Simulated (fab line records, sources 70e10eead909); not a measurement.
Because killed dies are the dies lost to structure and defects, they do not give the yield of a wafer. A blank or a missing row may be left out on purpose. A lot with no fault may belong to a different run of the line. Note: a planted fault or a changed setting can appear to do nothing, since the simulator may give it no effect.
Chamber matching -- flow nand_harc -- ald_hk-03 running NHARC_A_WL_FILL_ALD_10: 4 sister chambers
The step deposits SiO2, target thk 50 nm, pulse time 10 s, ald cycles 500. 8 wafers are shown with their chamber, then 11 later ones without.

## WAFERS, EACH WITH ITS CHAMBER
wafer,chamber,heater_power_w (W),precursor_pulse_height_rel
L079.3,0,459,1.033
L084.4,1,502,1.026
L086.2,0,439,0.998
L086.4,3,492,0.963
L085.2,3,494,0.981
L085.1,1,510,1.022
L085.5,2,436,0.999
L091.2,2,432,0.977

## WAFERS WITH NO CHAMBER GIVEN
wafer,heater_power_w (W),precursor_pulse_height_rel
L091.3,504,0.977
L091.6,492,0.994
L088.3,459,1.042
L088.4,505,0.970
L088.6,503,1.035
L090.2,448,0.990
L090.1,438,1.024
L090.6,503,0.975
L095.2,515,1.007
L095.3,450,0.987
L095.4,431,0.973

## EACH ONE'S CHAMBER
wafer,from the rows above,in truth
L091.3,can't be placed: 3 or 1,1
L091.6,can't be placed: 3 or 1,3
L088.3,0,0
L088.4,can't be placed: 3 or 1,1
L088.6,1,1
L090.2,can't be placed: 0 or 2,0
L090.1,can't be placed: 0 or 2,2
L090.6,can't be placed: 3 or 1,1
L095.2,1,1
L095.3,can't be placed: 0 or 2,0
L095.4,2,2
Placed correctly: 4 of 11. Cannot be placed on the basis of these rows: 7; the candidates contain the true chamber in 7. Placed wrongly: 0.
How it was worked out, from the rows above alone: a wafer's distance from a chamber is the root of the sum, over the readings, of the square of ((its reading less the chamber's mean) divided by the reading's scatter). If the next closest chamber is less than 2 further off than the closest, the wafer can't be placed; otherwise it belongs to the closest. A chamber's mean is the mean of its shown wafers. The scatter: take each reading less its chamber's mean, square it, sum over the shown wafers, divide by the number of wafers less the number of chambers, and take the root.
